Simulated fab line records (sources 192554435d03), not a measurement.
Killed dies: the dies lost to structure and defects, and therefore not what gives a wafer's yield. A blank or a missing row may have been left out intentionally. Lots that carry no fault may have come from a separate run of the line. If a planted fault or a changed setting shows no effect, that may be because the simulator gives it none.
fab line records + flow n5-finfet
[record]
- lots = 5
- wafers = 15
- last-day = 16
route steps=1938 shown BEOL_M2@879 BEOL_M4@1111 PASSIVATION@1936
lots that met no fault: from a run of the same line without faults
start-h: hours from the record's first day to the start of the lot's first wafer shown + wait-h: hours elapsed since this lot's preceding step + " unchanged from the row above + L1.1+2: a row that stands for several wafers + - no value, or no start was given + * or withheld: withheld + < > ~ a bound
route shown NAME@n: NAME is a module with steps in the file, n the number in the route of the first one + usual: mean and standard deviation over wafers with no fault + same: alike in all rows + chamber/n: place in a boat + sites: readings site by site + _std_site: the values' standard deviation + _edge_site: outer sites' mean less inner sites' + radius-mm: for every site, how far away it sits from the centre of the wafer + mask NAME#n: copy n + behind: the last tool/chamber to shape the wafer + hold: cause of the lot's hold/its duration in hours/its outcome + device: the transistor (n, p or np) that didn't switch + end of line: tests run on the same wafers once the route is complete + step lacking rows: just its recipe + killed: dies lost to structure and defects at the first sort, not the wafer's yield + map: shows each die of a wafer: x if killed, . if not, _ if none is there
set.NAME: the setting that was run; set.NAME@STEP: the one run at that earlier step + model.NAME: the simulator's own value behind a step, which no gauge read
lots at some steps of the route; a table a step, a row a wafer
services: a tool's chamber out of use, with start hour (start-h, from the record's first day; less than 0 if before it), hours out, and reason
[[steps]]
[step N5_BEOL_M2_DESCUM_33]
[recipe]
- chemistry = O2
- time-s = 7
- source-power-w = 50
- bias-power-w = 20
- pressure-mtorr = 20
- rf-frequency-hz = 2.712e+07
- temp-c = 40
- resist = CAR-EUV
- o2-flow-sccm = 225
[step N5_BEOL_M2_ETCH_77]
[recipe]
- chemistry = N2/H2
- target = underlayer
- target-depth-a = 65
- mask-material = CAR-EUV
- time-s = 5.2
- ion-energy-ev = 200
- pressure-mtorr = 30
- source-w = 840
- bias-w = 150
- n2-flow-sccm = 200
- h2-flow-sccm = 200
- ends = cleared
[step N5_BEOL_M2_ETCH_69]
[recipe]
- chemistry = CF4
- target = SiARC
- target-depth-a = 156
- mask-material = CAR-EUV
- time-s = 26
- ion-energy-ev = 80
- pressure-mtorr = 40
- source-w = 545
- bias-w = 36
- Ar_flow_sccm = 100
- cf4-flow-sccm = 100
- ends = cleared
[step N5_BEOL_M2_ALD_98]
[recipe]
- material = SiO2
- target-thk-a = 25
- temp-c = 100
- ald-precursor-family = BDEAS
- ald-co-reactant = O2-plasma
- pulse-time-s = 1
- co-reactant-pulse-time-s = 1
- purge-time-s = 2
- co-reactant-purge-time-s = 2
- ald-cycles = 17
- pressure-torr = 2
[step N5_BEOL_M2_ETCHBACK_99]
[recipe]
- chemistry = CHF3
- target = SiO2
- target-depth-a = 50
- time-s = 10.4
- source-w = 215
- bias-w = 47
- Ar_flow_sccm = 200
- CHF3_flow_sccm = 12
- ion-energy-ev = 100
- pressure-mtorr = 30
[step N5_BEOL_M2_ETCH_70]
[recipe]
- chemistry = N2/H2
- target = SOC
- target-depth-a = 800
- overetch-a = 240
- mask-material = SiARC
- temp-c = 40
- time-s = 130
- ion-energy-ev = 200
- pressure-mtorr = 30
- source-w = 840
- bias-w = 150
- n2-flow-sccm = 200
- h2-flow-sccm = 200
[step N5_BEOL_M2_STRIP_71]
[recipe]
- chemistry = N2/H2
- temp-c = 40
- n2-flow-sccm = 200
- h2-flow-sccm = 200
- rf-frequency-hz = 6e+07
[step N5_BEOL_M2_STRIP_78]
[recipe]
- chemistry = N2/H2
- temp-c = 40
- n2-flow-sccm = 200
- h2-flow-sccm = 200
- rf-frequency-hz = 6e+07
[step N5_BEOL_M2_VIA_ETCH_34]
[recipe]
- chemistry = C4F6/O2
- target-depth-a = 694
- mask-material = SOC
- pressure-mtorr = 15
- ion-energy-ev = 250
- taper-deg = 4
- time-s = 65.9
- source-w = 350
- bias-w = 170
- Ar_flow_sccm = 300
- C4F6_flow_sccm = 10
- O2_flow_sccm = 10
[step N5_BEOL_M2_STRIP_83]
[recipe]
- chemistry = C4F6/O2
- resist = SiARC
- rf-frequency-hz = 6e+07
[step N5_BEOL_M2_STRIP_36]
[recipe]
- chemistry = N2/H2
- power-w = 450
- temp-c = 40
- pressure-mtorr = 20
- rf-frequency-hz = 6e+07
- overash-fraction = 0.3
- bias-power-w = 7
- h2-frac = 0.5
- n2-flow-sccm = 200
- h2-flow-sccm = 200
[step N5_BEOL_M2_TRENCH_ETCH_37]
[recipe]
- chemistry = C4F6/O2
- target-depth-a = 555.55
- target = SiOC
- time-s = 29.2
- ion-energy-ev = 250
- pressure-mtorr = 30
- source-w = 355
- bias-w = 185
- Ar_flow_sccm = 300
- C4F6_flow_sccm = 10
- O2_flow_sccm = 10
[usual]
- O2_flow_sccm = 10.000/0.03
- drypump-motor-current-A = 5.8/0.35
- oes-product-au = 0.79/0.077
- rf-fwd-power-W = 349.7/1.8
- rf-vpp-V = 666/6.7
- showerhead-plenum-p-Torr = 2.82/0.094
- throttle-valve-pct = 20.85/0.27
| lot.wafer | tool        | chamber | start-h | wait-h | O2_flow_sccm | drypump-motor-current-A | oes-product-au | rf-fwd-power-W | rf-hours-counter-h | rf-vpp-V | showerhead-plenum-p-Torr | throttle-valve-pct | model.BEOL_M2.feature-depth-nm | model.etch.depth-nm |
|-----------|-------------|---------|---------|--------|--------------|-------------------------|----------------|----------------|--------------------|----------|--------------------------|--------------------|--------------------------------|---------------------|
| L208.2    | rie-diel-03 | 2       | 160.19  | -      | 9.998        | 5.5                     | 0.76           | 351.9          | 140                | 667      | 2.96                     | 21.18              | 55.4                           | 55.46               |
| L208.3    | "           | 0       | "       | "      | 10.016       | 5.1                     | 0.67           | 346.8          | 260                | 675      | 2.79                     | 21.06              | 54.8                           | 54.85               |
| L208.4    | "           | 3       | "       | "      | 9.957        | 5.9                     | 0.77           | 348.1          | -                  | 656      | 2.74                     | 21.07              | 55.6                           | 55.52               |
| L213.2    | rie-diel-03 | 3       | 196.59  | -      | 10.003       | 5.9                     | 0.72           | 285.1          | 171                | 725      | 2.73                     | 21.08              | 52                             | 51.98               |
| L213.3    | "           | 0       | "       | "      | 9.989        | 5.1                     | 0.95           | 349.7          | 6                  | 677      | 2.79                     | 20.67              | 57                             | 57.1                |
| L213.6    | "           | 2       | "       | "      | 9.954        | 5.5                     | 0.76           | 352.2          | -                  | 664      | 2.95                     | 21.21              | 56.2                           | 56.13               |
| L215.2    | rie-diel-01 | 3       | 220.80  | -      | 10.002       | 5.7                     | 0.77           | 349.6          | 134                | 660      | 2.74                     | 21.05              | 56.6                           | 56.56               |
| L215.3    | "           | 0       | "       | "      | 10.034       | 6.1                     | 0.81           | 347.1          | 112                | 670      | 2.74                     | 20.48              | 55                             | 55.04               |
| L215.6    | "           | 1       | "       | "      | 10.007       | 5.9                     | 0.68           | 348.6          | -                  | 666      | 2.80                     | 20.87              | 55.6                           | 55.51               |
| L216.2    | rie-diel-03 | 1       | 225.42  | -      | 10.035       | 6.4                     | 0.91           | 349.4          | 26                 | 659      | 2.79                     | 20.48              | 57                             | 56.92               |
| L216.3    | "           | 3       | "       | "      | 9.995        | 5.9                     | 0.72           | 286.3          | 181                | 725      | 2.73                     | 21.10              | 51.4                           | 51.48               |
| L216.5    | "           | 0       | "       | "      | 9.946        | 5.0                     | 0.91           | 350.7          | -                  | 676      | 2.78                     | 20.67              | 56.8                           | 56.82               |
| L218.1    | rie-diel-03 | 3       | 230.89  | -      | 10.074       | 5.9                     | 0.71           | 285.0          | 184                | 726      | 2.73                     | 21.11              | 50.4                           | 50.47               |
| L218.2    | "           | 2       | "       | "      | 9.955        | 5.5                     | 0.75           | 351.2          | 160                | 667      | 2.95                     | 21.19              | 55                             | 55.09               |
| L218.5    | "           | 0       | "       | "      | 10.023       | 5.1                     | 0.90           | 350.4          | -                  | 674      | 2.78                     | 20.69              | 55.8                           | 55.88               |
[step N5_BEOL_M2_ETCH_41]
[recipe]
- chemistry = CH3F/O2
- target = SiCN
- target-depth-a = 299
- taper-deg = 2
- time-s = 52.5
- ion-energy-ev = 120
- mask-material = TiN
- pressure-mtorr = 30
- source-w = 395
- bias-w = 75
- Ar_flow_sccm = 150
- CH3F_flow_sccm = 30
- O2_flow_sccm = 20
[step N5_BEOL_M2_STRIP_97]
[recipe]
- chemistry = N2/H2
- time-s = 10
- power-w = 450
- temp-c = 40
- pressure-mtorr = 20
- rf-frequency-hz = 6e+07
- bias-power-w = 7
- n2-flow-sccm = 200
- h2-flow-sccm = 200
[step N5_BEOL_M2_OCD_MEAS_38]
[usual]
- trench-depth-nm = 55.5/0.87
| lot.wafer | tool   | chamber | start-h | wait-h | trench-depth-nm |
|-----------|--------|---------|---------|--------|-----------------|
| L208.2    | ocd-02 | -       | 160.35  | -      | 55.8            |
| L208.3    | "      | -       | "       | "      | 54.8            |
| L208.4    | "      | -       | "       | "      | 55.2            |
| L213.2    | ocd-02 | -       | 196.74  | -      | 51.8            |
| L213.3    | "      | -       | "       | "      | 57.6            |
| L213.6    | "      | -       | "       | "      | 55.9            |
| L215.2    | ocd-02 | -       | 220.96  | -      | 57.3            |
| L215.3    | "      | -       | "       | "      | 55.4            |
| L215.6    | "      | -       | "       | "      | 55.7            |
| L216.2    | ocd-01 | -       | 225.58  | -      | 57.6            |
| L216.3    | "      | -       | "       | "      | 51.6            |
| L216.5    | "      | -       | "       | "      | 56.3            |
| L218.1    | ocd-02 | -       | 231.04  | -      | 50.1            |
| L218.2    | "      | -       | "       | "      | 54.4            |
| L218.5    | "      | -       | "       | "      | 55.5            |
[step N5_BEOL_M2_HM_STRIP_39]
[recipe]
- chemistry = peroxide-tin-strip
- material = TiN
- target-depth-a = 250
- temp-c = 50
- time-s = 158
[step N5_BEOL_M2_SRD_40]
[recipe]
- time-s = 30
- temp-c = 23
- rinse-liquid = diw
- dry = ipa-marangoni
[step N5_BEOL_M2_PRECLEAN_42]
[recipe]
- chemistry = residue-remover
- time-s = 60
- temp-c = 40
[step N5_BEOL_M2_SRD_43]
[recipe]
- time-s = 30
- temp-c = 23
- rinse-liquid = diw
- dry = ipa-marangoni
[step N5_BEOL_M2_DEGAS_44]
[recipe]
- ambient = vacuum
- temp-c = 250
- time-s = 60
[step N5_BEOL_M2_PRE_CLEAN_45]
[recipe]
- gas = H2/He
- time-s = 30
- temp-c = 250
[step N5_BEOL_M2_ALD_84]
[recipe]
- material = TaN
- target-thk-a = *
- temp-c = 275
- ald-precursor-family = PDMAT
- ald-co-reactant = NH3
- pressure-torr = 3
- carrier-flow-sccm = 1500
- pulse-time-s = 2
- purge-time-s = 3
- co-reactant-purge-time-s = 2
- co-reactant-pulse-time-s = 3
- ald-cycles = 30
- precursor-vessel-temp-c = 75
- precursor-vessel-pressure-torr = 26.25
- precursor-vessel-carrier-sccm = 1000
[step N5_BEOL_M2_SURFACE_TREAT_85]
[recipe]
- gas = Ar
- time-s = *
- ion-energy-ev = *
- ion-current-ma-cm2 = 0.5
- pressure-mtorr = *
- ar-flow-sccm = 30
[step N5_BEOL_M2_CVD_47]
[recipe]
- material = Co
- target-thk-a = 30
- temp-c = withheld
- precursor = CCTBA/H2
- pressure-torr = 30
- time-s = 223.8
[step N5_BEOL_M2_SPUTTER_48]
[recipe]
- material = Cu
- target-thk-a = 45
- temp-c = -20
- chamber-pressure-pa = 0.07
- power-w = withheld
- time-s = 8.29
[step N5_BEOL_M2_ANNEAL_49]
[recipe]
- temp-c = 400
- time-s = 240
- ambient = vacuum
[step N5_BEOL_M2_SPUTTER_79]
[recipe]
- material = Cu
- target-thk-a = 45
- temp-c = -20
- chamber-pressure-pa = 0.07
- power-w = withheld
- time-s = 8.29
[step N5_BEOL_M2_ANNEAL_80]
[recipe]
- temp-c = 400
- time-s = 240
- ambient = vacuum
[step N5_BEOL_M2_SPUTTER_81]
[recipe]
- material = Cu
- target-thk-a = 45
- temp-c = -20
- chamber-pressure-pa = 0.07
- power-w = withheld
- time-s = 8.29
[step N5_BEOL_M2_ANNEAL_82]
[recipe]
- temp-c = 400
- time-s = 240
- ambient = vacuum
[step N5_BEOL_M2_SPUTTER_86]
[recipe]
- material = Cu
- target-thk-a = 45
- temp-c = -20
- chamber-pressure-pa = 0.07
- power-w = withheld
- time-s = 8.29
[step N5_BEOL_M2_ANNEAL_87]
[recipe]
- temp-c = 400
- time-s = 240
- ambient = vacuum
[step N5_BEOL_M2_SPUTTER_88]
[recipe]
- material = Cu
- target-thk-a = 45
- temp-c = -20
- chamber-pressure-pa = 0.07
- power-w = withheld
- time-s = 8.29
[step N5_BEOL_M2_ANNEAL_89]
[recipe]
- temp-c = 400
- time-s = 240
- ambient = vacuum
[step N5_BEOL_M2_SPUTTER_90]
[recipe]
- material = Cu
- target-thk-a = 45
- temp-c = -20
- chamber-pressure-pa = 0.07
- power-w = withheld
- time-s = 8.29
[step N5_BEOL_M2_ANNEAL_91]
[recipe]
- temp-c = 400
- time-s = 240
- ambient = vacuum
[step N5_BEOL_M2_SPUTTER_92]
[recipe]
- material = Cu
- target-thk-a = 45
- temp-c = -20
- chamber-pressure-pa = 0.07
- power-w = withheld
- time-s = 8.29
[step N5_BEOL_M2_ANNEAL_93]
[recipe]
- temp-c = 400
- time-s = 240
- ambient = vacuum
[step N5_BEOL_M2_SPUTTER_94]
[recipe]
- material = Cu
- target-thk-a = 45
- temp-c = -20
- chamber-pressure-pa = 0.07
- power-w = withheld
- time-s = 8.29
[step N5_BEOL_M2_ANNEAL_95]
[recipe]
- temp-c = 400
- time-s = 240
- ambient = vacuum
[step N5_BEOL_M2_CMP_52]
[recipe]
- stop-on = SiOC
- t-overpolish-s = 6.8
- down-force-psi = 1
- platen-rpm = 50
- clearing-platen-down-force-psi = 1.5
- clearing-platen-rpm = 50
- post-cmp-clean = cu-alkaline
- target-thk-nm = 40
- clearing-platen-pad-velocity-m-s = 0.99484
- pad-velocity-m-s = 0.99484
[usual]
- barrier-field-endpoint-s = 24.4/0.51
- edge-zone-pressure-frac = 1.000/0.0049
- head-pressure-psi = 0.9997/0.0022
- motor-current-A = 5.9/0.47
- overpolish-run-s = 6.800/0.0092
- pad-life-wafers = 1423/600
- time-to-endpoint-s = 61.9/2.8
[same]
- t-overpolish-s = 6.8
| lot.wafer | tool   | chamber | start-h | wait-h | barrier-field-endpoint-s | edge-zone-pressure-frac | head-pressure-psi | motor-current-A | overpolish-run-s | pad-life-wafers | time-to-endpoint-s | model.Cu_of_BEOL_M2_ECD_50.thk-nm |
|-----------|--------|---------|---------|--------|--------------------------|-------------------------|-------------------|-----------------|------------------|-----------------|--------------------|-----------------------------------|
| L208.4    | cmp-04 | 1       | 165.65  | 0.6    | 24.5                     | 0.997                   | 0.9985            | 6.3             | 6.802            | 900             | 59.5               | 39                                |
| L208.3    | "      | 2       | "       | "      | 24.0                     | 1.002                   | 0.9991            | 6.8             | 6.808            | 901             | 61.2               | 38.8                              |
| L208.2    | "      | 3       | "       | "      | 23.6                     | 1.002                   | 1.0020            | 5.9             | 6.802            | 902             | 58.7               | 38.4                              |
| L213.3    | cmp-01 | 3       | 201.63  | 0.3    | 24.5                     | 0.988                   | 0.9972            | 6.3             | 6.803            | 1567            | 65.3               | 43                                |
| L213.2    | "      | 0       | "       | "      | 24.3                     | 0.990                   | 0.9993            | 5.8             | 6.808            | 1568            | 66.5               | 37.2                              |
| L213.6    | "      | 2       | "       | "      | 24.5                     | 0.994                   | 0.9979            | 6.0             | 6.798            | -               | 64.7               | 41.6                              |
| L215.3    | cmp-01 | 3       | 226.02  | 0.2    | 24.5                     | 0.999                   | 0.9993            | 6.4             | 6.793            | 1765            | 61.4               | 40.2                              |
| L215.2    | "      | 0       | "       | "      | 24.7                     | 0.999                   | 1.0018            | 5.5             | 6.811            | 1766            | 62.9               | 42                                |
| L215.6    | "      | 3       | "       | "      | 25.8                     | 0.997                   | 0.9973            | 6.2             | 6.804            | -               | 63.4               | 40.8                              |
| L216.3    | cmp-04 | 3       | 229.62  | 0.3    | 24.6                     | 1.003                   | 0.9995            | 5.7             | 6.786            | 1398            | 61.4               | 36.2                              |
| L216.2    | "      | 0       | "       | "      | 24.5                     | 1.000                   | 1.0026            | 5.5             | 6.808            | 1399            | 60.9               | 42.2                              |
| L216.5    | "      | 3       | "       | "      | 25.0                     | 0.999                   | 1.0007            | 5.7             | 6.801            | -               | 61.9               | 40.4                              |
| L218.1    | cmp-01 | 3       | 235.92  | 0.3    | 23.9                     | 1.002                   | 1.0018            | 6.5             | 6.797            | 1836            | 60.6               | 35.4                              |
| L218.2    | "      | 1       | "       | "      | 23.8                     | 0.999                   | 1.0027            | 6.3             | 6.801            | 1838            | 60.1               | 39.8                              |
| L218.5    | "      | 3       | "       | "      | 23.8                     | 1.006                   | 0.9989            | 6.4             | 6.786            | -               | 57.1               | 41.6                              |
[step N5_BEOL_M2_RS_MEAS_58]
[recipe]
- thk-meas-gauge = four-point-probe
- reads = Co_of_BEOL_M2_CO_CAP_55+Cu_of_BEOL_M2_ECD_50+Co_of_BEOL_M2_CVD_47+TaN_of_BEOL_M2_ALD_84
[usual]
- M2_RS = 0.68/0.032
| lot.wafer | tool          | chamber | start-h | wait-h | M2_RS[ohm/sq] |
|-----------|---------------|---------|---------|--------|---------------|
| L208.2    | film-metro-02 | -       | 166.45  | 0.1    | 0.70          |
| L208.3    | "             | -       | "       | "      | 0.70          |
| L208.4    | "             | -       | "       | "      | 0.69          |
| L213.2    | film-metro-01 | -       | 202.40  | 0.1    | 0.73          |
| L213.3    | "             | -       | "       | "      | 0.61          |
| L213.6    | "             | -       | "       | "      | 0.63          |
| L215.2    | film-metro-01 | -       | 226.57  | 0.1    | 0.63          |
| L215.3    | "             | -       | "       | "      | 0.67          |
| L215.6    | "             | -       | "       | "      | 0.65          |
| L216.2    | film-metro-01 | -       | 230.18  | 0.1    | 0.63          |
| L216.3    | "             | -       | "       | "      | 0.76          |
| L216.5    | "             | -       | "       | "      | 0.66          |
| L218.1    | film-metro-02 | -       | 236.47  | 0.0    | 0.78          |
| L218.2    | "             | -       | "       | "      | 0.67          |
| L218.5    | "             | -       | "       | "      | 0.63          |
[step N5_BEOL_M4_RC_MEAS_101]
[usual]
- DIBL_N = 36.3/1.6
- DIBL_P = 36.5/1.6
- IOFF_N = 0.163/0.026
- IOFF_P = 0.22/0.033
- ION_N = 676/9.9
- ION_P = 464/6.5
- SS_N = 71.5/0.5
- SS_P = 73.3/0.64
- VT_N = 249.3/2.9
- VT_P = -250/3.2
| lot.wafer | tool      | chamber | start-h | wait-h | DIBL_N[mV/V] | DIBL_P[mV/V] | IOFF_N[nA/um] | IOFF_P[nA/um] | ION_N[uA/um] | ION_P[uA/um] | SS_N[mV/dec] | SS_P[mV/dec] | VT_N[mV] | VT_P[mV] |
|-----------|-----------|---------|---------|--------|--------------|--------------|---------------|---------------|--------------|--------------|--------------|--------------|----------|----------|
| L208.2    | prober-01 | 0       | 200.31  | 0.2    | 35.0         | 36.0         | 0.166         | 0.20          | 675          | 458          | 71.8         | 73.5         | 250.1    | -250     |
| L208.3    | "         | 0       | "       | "      | 34.6         | 35.3         | 0.157         | 0.18          | 672          | 459          | 72.0         | 73.3         | 249.7    | -251     |
| L208.4    | "         | 0       | "       | "      | 35.8         | 37.9         | 0.195         | 0.22          | 692          | 466          | 72.3         | 73.9         | 245.3    | -250     |
| L213.2    | prober-01 | 0       | 235.26  | 0.2    | 36.2         | 37.9         | 0.166         | 0.22          | 676          | 458          | 72.0         | 73.1         | 248.0    | -248     |
| L213.3    | "         | 0       | "       | "      | 32.9         | 33.1         | 0.108         | 0.15          | 653          | 453          | 70.8         | 71.0         | 254.9    | -253     |
| L213.6    | "         | 0       | "       | "      | 34.8         | 35.3         | 0.141         | 0.17          | 670          | 456          | 70.8         | 72.5         | 248.7    | -254     |
| L215.2    | prober-02 | 0       | 254.54  | 0.2    | 35.6         | 35.8         | 0.148         | 0.21          | 676          | 454          | 72.2         | 73.1         | 248.0    | -250     |
| L215.3    | "         | 0       | "       | "      | 35.1         | 35.2         | 0.147         | 0.20          | 685          | 475          | 71.0         | 73.3         | 250.1    | -250     |
| L215.6    | "         | 0       | "       | "      | 37.0         | 37.3         | 0.172         | 0.23          | 678          | 465          | 71.0         | 73.6         | 248.6    | -249     |
| L216.2    | prober-01 | 0       | 257.92  | 0.2    | 35.9         | 36.6         | 0.155         | 0.22          | 668          | 465          | 71.4         | 73.5         | 249.2    | -248     |
| L216.3    | "         | 0       | "       | "      | 36.9         | 37.0         | 0.171         | 0.23          | 669          | 461          | 71.7         | 73.5         | 248.5    | -246     |
| L216.5    | "         | 0       | "       | "      | 35.1         | 35.6         | 0.145         | 0.22          | 666          | 462          | 71.0         | 73.2         | 254.2    | -248     |
| L218.1    | prober-02 | 0       | 262.35  | 0.0    | 37.4         | 38.8         | 0.184         | 0.24          | 687          | 470          | 71.9         | 74.3         | 248.4    | -249     |
| L218.2    | "         | 0       | "       | "      | 35.2         | 36.6         | 0.145         | 0.20          | 675          | 464          | 71.0         | 72.1         | 250.5    | -250     |
| L218.5    | "         | 0       | "       | "      | 35.9         | 37.2         | 0.159         | 0.21          | 676          | 470          | 71.6         | 72.9         | 248.0    | -251     |
[step N5_PASSIVATION_PROBE_49]
[usual]
- defect-limited-yield = 91.2/1.5
- killed_at_M0_to_M3 = 32/9.6
- killed_at_M4_up = 13/5.3
- killed-at-contacts = 13/6.7
- killed-at-front-end = 42/11
- killed-at-other = 3.8/2.9
- killed-dies = 103/17
- killed-open = 67/13
- killed-short = 35/7.9
- sort_bin_5_function = 5.2/0.94
- sort_bin_6_memory = 3.3/0.64
- sort-n-pass = 1077/17
- sort-yield-pct = 91.2/1.5
[same]
- gross-dies = 1180
- killed-at-back-side = 0
- sort_bin_4_leakage[%] = 0
- sort_bin_8_speed[%] = 0
| lot.wafer | tool      | chamber | start-h | wait-h | defect-limited-yield[%] | killed_at_M0_to_M3 | killed_at_M4_up | killed-at-contacts | killed-at-front-end | killed-at-other | killed-dies | killed-open | killed-short | sort_bin_5_function[%] | sort_bin_6_memory[%] | sort-n-pass | sort-yield-pct[%] |
|-----------|-----------|---------|---------|--------|-------------------------|--------------------|-----------------|--------------------|---------------------|-----------------|-------------|-------------|--------------|------------------------|----------------------|-------------|-------------------|
| L208.2    | prober-02 | -       | 300.10  | 0.1    | 91.0                    | 33                 | 14              | 24                 | 30                  | 5               | 106         | 80          | 23           | 5.1                    | 3.2                  | 1074        | 91.0              |
| L208.3    | prober-02 | -       | 300.15  | 0.1    | 92.5                    | 27                 | 6               | 27                 | 25                  | 3               | 88          | 59          | 21           | 4.0                    | 2.5                  | 1092        | 92.5              |
| L208.4    | prober-02 | -       | 300.20  | 0.2    | 92.6                    | 29                 | 8               | 21                 | 27                  | 2               | 87          | 61          | 26           | 4.7                    | 2.5                  | 1093        | 92.6              |
// killed by level:class
L208.2 MOL_CONTACT_COAG:geometric-particle:open=18 FIN_SAQP:geometric-particle:open=15 BEOL_M3:geometric-particle:open=13 BEOL_M0_SAQP:geometric-particle:open=7 BEOL_M4:geometric-particle:open=7 MOL_CONTACT_COAG:geometric-particle:short=6 STI_FIN_REVEAL:geometric-particle:open=4 BEOL_M0_SAQP:geometric-particle:short=4
L208.3 MOL_CONTACT_COAG:geometric-particle:open=23 STI_FIN_REVEAL:geometric-particle:open=8 HKMG_FIN:area-etch=7 BEOL_M0_SAQP:geometric-particle:open=6 BEOL_M2:geometric-particle:open=5 DUMMY_GATE:geometric-particle:open=4 MOL_CONTACT_COAG:geometric-particle:short=4 BEOL_M0_SAQP:geometric-particle:short=4
L208.4 MOL_CONTACT_COAG:geometric-particle:open=16 BEOL_M2:geometric-particle:open=9 STI_FIN_REVEAL:geometric-particle:open=7 GATE_CUT:geometric-particle:short=7 BEOL_M0_SAQP:geometric-particle:open=7 MOL_CONTACT_COAG:geometric-particle:short=5 BEOL_M3:geometric-particle:open=5 STARTING-WAFER:geometric-particle:open=4
[[services]]
| tool        | chamber | start-h | hours | kind                          |
|-------------|---------|---------|-------|-------------------------------|
| rie-diel-03 | 1       | 136.58  | -     | clean                         |
| rie-diel-03 | 1       | 136.58  | -     | consumable-replace:focus-ring |
| rie-diel-03 | 1       | 136.58  | 23.6  | scheduled-down                |
| rie-diel-03 | 1       | 136.58  | 23.6  | vent-cycle                    |
| cmp-01      | -       | 139.81  | 3.7   | pm                            |
| cmp-04      | -       | 145.28  | 1.4   | repair                        |
| rie-diel-03 | 0       | 160.31  | -     | clean                         |
| rie-diel-03 | 0       | 160.31  | -     | consumable-replace:focus-ring |
| rie-diel-03 | 0       | 160.31  | 19.5  | scheduled-down                |
| rie-diel-03 | 0       | 160.31  | 19.5  | vent-cycle                    |
| cmp-01      | -       | 182.05  | 0.7   | repair                        |
| cmp-04      | -       | 191.68  | 0.3   | repair                        |
| rie-diel-01 | 1       | 203.47  | 7.2   | repair                        |
| rie-diel-03 | 2       | 212.85  | 15.3  | repair                        |
[[key]]
[first-sign]
- step = N5_BEOL_M2_TRENCH_ETCH_37
- reading = rf-fwd-power-W
- direction = down
- sigmas = 36
- usual = *
- struck = *
[effect]
- step = N5_BEOL_M2_TRENCH_ETCH_37
- reading = rf-vpp-V
- direction = up
- sigmas = 8.9
- usual = 666
- struck = 725
[effect]
- step = N5_BEOL_M2_OCD_MEAS_38
- reading = trench-depth-nm
- direction = down
- sigmas = 5
- usual = 55.5
- struck = 51.2
[effect]
- step = N5_BEOL_M2_RS_MEAS_58
- reading = M2_RS
- direction = up
- sigmas = 2.6
- usual = 0.68
- struck = 0.76
[model-effect]
- step = N5_BEOL_M2_TRENCH_ETCH_37
- value = BEOL_M2.feature-depth-nm
- without = 55.4
- struck = 51.27
[model-effect]
- step = N5_BEOL_M2_CMP_52
- value = Cu_of_BEOL_M2_ECD_50.thk-nm
- without = 40.33
- struck = 36.27
met-at N5_BEOL_M2_TRENCH_ETCH_37
struck-wafers L213.2,L216.3,L218.1
onset-between 160.19 196.59
[fault]
- kind = process-parameter-drift
- tool = rie-diel-03
- chamber = 3
- onset-h = 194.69
- steps = N5_BEOL_M2_TRENCH_ETCH_37
- channel = source-w
- offset = -63.9
- shape = step
- end-h = 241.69
- acts-in = these-recipes-only
- stated = 355
